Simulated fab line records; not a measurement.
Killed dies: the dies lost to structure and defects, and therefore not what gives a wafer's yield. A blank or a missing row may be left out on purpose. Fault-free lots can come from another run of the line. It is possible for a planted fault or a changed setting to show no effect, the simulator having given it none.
Chamber matching / flow n5 finfet / 3 sister chambers for N5_BEOL_M7_DEP_56 on pecvd-03
The step deposits SiCN from 3MS/NH3, target thk 10 nm, time 17.5 s. 6 wafers are shown with their chamber, then 9 later ones without.

WAFERS PAIRED WITH THEIR CHAMBERS
wafer=L081.6; chamber=0; throttle valve pct (%)=9.1; showerhead plenum p Torr (Torr)=3.655
wafer=L089.4; chamber=2; throttle valve pct (%)=7.9; showerhead plenum p Torr (Torr)=3.667
wafer=L089.5; chamber=0; throttle valve pct (%)=9.0; showerhead plenum p Torr (Torr)=3.659
wafer=L094.2; chamber=1; throttle valve pct (%)=9.5; showerhead plenum p Torr (Torr)=3.650
wafer=L094.3; chamber=2; throttle valve pct (%)=8.2; showerhead plenum p Torr (Torr)=3.674
wafer=L094.5; chamber=1; throttle valve pct (%)=9.5; showerhead plenum p Torr (Torr)=3.660

WAFERS MISSING THEIR CHAMBER
wafer=L096.2; throttle valve pct (%)=9.1; showerhead plenum p Torr (Torr)=3.665
wafer=L096.4; throttle valve pct (%)=9.5; showerhead plenum p Torr (Torr)=3.672
wafer=L096.5; throttle valve pct (%)=9.0; showerhead plenum p Torr (Torr)=3.656
wafer=L097.3; throttle valve pct (%)=9.4; showerhead plenum p Torr (Torr)=3.656
wafer=L097.5; throttle valve pct (%)=9.1; showerhead plenum p Torr (Torr)=3.654
wafer=L097.6; throttle valve pct (%)=8.0; showerhead plenum p Torr (Torr)=3.667
wafer=L091.3; throttle valve pct (%)=8.4; showerhead plenum p Torr (Torr)=3.665
wafer=L091.4; throttle valve pct (%)=9.5; showerhead plenum p Torr (Torr)=3.668
wafer=L091.5; throttle valve pct (%)=9.1; showerhead plenum p Torr (Torr)=3.655

WHICH CHAMBER EACH ONE RAN IN
wafer=L096.2; from the rows above=0; in truth=0
wafer=L096.4; from the rows above=can't be placed: 1 or 0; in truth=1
wafer=L096.5; from the rows above=0; in truth=0
wafer=L097.3; from the rows above=can't be placed: 1 or 0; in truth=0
wafer=L097.5; from the rows above=0; in truth=0
wafer=L097.6; from the rows above=2; in truth=2
wafer=L091.3; from the rows above=2; in truth=2
wafer=L091.4; from the rows above=can't be placed: 1 or 0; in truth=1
wafer=L091.5; from the rows above=0; in truth=0
6 of 9 placed correctly. Cannot be placed on the basis of these rows: 3; the candidates contain the true chamber in 3. 0 placed wrongly.
How it was worked out, from the rows above alone: a wafer's distance from a chamber is the root of the sum, over the readings, of the square of ((its reading less the chamber's mean) divided by the reading's scatter). If the next closest chamber is less than 2 further off than the closest, the wafer can't be placed; otherwise it belongs to the closest. A chamber's mean is the mean of its shown wafers. The scatter: take each reading less its chamber's mean, square it, sum over the shown wafers, divide by the number of wafers less the number of chambers, and take the root.
